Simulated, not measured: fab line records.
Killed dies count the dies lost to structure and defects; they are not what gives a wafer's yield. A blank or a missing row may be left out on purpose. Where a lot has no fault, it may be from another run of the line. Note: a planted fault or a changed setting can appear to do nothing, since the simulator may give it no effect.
Matching of chambers | flow n5 finfet | 4 sister chambers for N5_FIN_SAQP_SPACER2_ALD_28 on ald sin-03
The step deposits SiO2, target thk 8.1 nm, pulse time 1 s, purge time 2 s. 4 wafers are shown with their chamber, then 11 later ones without.

## EACH WAFER AND ITS CHAMBER
wafer  | chamber | heater power w (W)
L086.2 | 2       | 508
L089.3 | 1       | 470
L089.5 | 0       | 482
L090.2 | 3       | 472

## WAFERS MISSING THEIR CHAMBER
wafer  | heater power w (W)
L090.3 | 473
L090.4 | 517
L092.1 | 472
L092.2 | 470
L092.5 | 483
L094.2 | 463
L094.3 | 475
L094.4 | 509
L096.1 | 470
L096.2 | 487
L096.6 | 466

## WHICH CHAMBER EACH WENT THROUGH
wafer  | from the rows above          | in truth
L090.3 | can't be placed: 3 or 1 or 0 | 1
L090.4 | 2                            | 2
L092.1 | can't be placed: 3 or 1      | 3
L092.2 | can't be placed: 1 or 3      | 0
L092.5 | 0                            | 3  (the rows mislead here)
L094.2 | can't be placed: 1 or 3      | 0
L094.3 | can't be placed: 3 or 1 or 0 | 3
L094.4 | 2                            | 2
L096.1 | can't be placed: 1 or 3      | 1
L096.2 | 0                            | 0
L096.6 | can't be placed: 1 or 3      | 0
Correctly placed: 3 of 11. Unplaceable from these rows: 7, with the true chamber sitting among the candidates in 4. Number placed wrongly: 1.
How it was worked out, from the rows above alone: a wafer's distance from a chamber is the root of the sum, over the readings, of the square of ((its reading less the chamber's mean) divided by the reading's scatter). If the next closest chamber is less than 2 further off than the closest, the wafer can't be placed; otherwise it belongs to the closest. A chamber's mean is the mean of its shown wafers. The scatter: with one shown wafer a chamber, the root of the mean of the squares of how far each hidden wafer lies from its nearest shown one.
